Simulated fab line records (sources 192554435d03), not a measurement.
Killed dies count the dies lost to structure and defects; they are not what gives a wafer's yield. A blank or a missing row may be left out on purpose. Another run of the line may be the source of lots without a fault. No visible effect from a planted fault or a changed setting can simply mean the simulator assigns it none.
Matching of chambers | flow n5 finfet | N5_GATE_CUT_PECVD_57 on pecvd-01 has 3 sister chambers
The step deposits SiNx from SiH4/NH3/N2, target thk 21 nm. 3 wafers are shown with their chamber, then 7 later ones without.

## WAFERS, EACH WITH ITS CHAMBER
wafer  | chamber | showerhead plenum p Torr (Torr)
L082.3 | 0       | 5.09
L083.2 | 2       | 5.04
L083.5 | 1       | 5.28

## WAFERS WITHOUT THEIR CHAMBER
wafer  | showerhead plenum p Torr (Torr)
L083.6 | 5.10
L095.1 | 5.28
L095.2 | 5.11
L095.3 | 5.04
L096.1 | 5.27
L096.3 | 5.11
L096.4 | 5.04

## WHICH CHAMBER EACH WENT THROUGH
wafer  | from the rows above | in truth
L083.6 | 0                   | 0
L095.1 | 1                   | 1
L095.2 | 0                   | 0
L095.3 | 2                   | 2
L096.1 | 1                   | 1
L096.3 | 0                   | 0
L096.4 | 2                   | 2
7 of 7 placed correctly. Not placeable from these rows: 0. Placed wrongly: 0.
How it was worked out, from the rows above alone: a wafer's distance from a chamber is the root of the sum, over the readings, of the square of ((its reading less the chamber's mean) divided by the reading's scatter). The wafer belongs to the nearest chamber; if the next one is less than 2 further off, it can't be placed. The mean given for a chamber averages the wafers shown for that chamber. The scatter: with one shown wafer a chamber, the root of the mean of the squares of how far each hidden wafer lies from its nearest shown one.
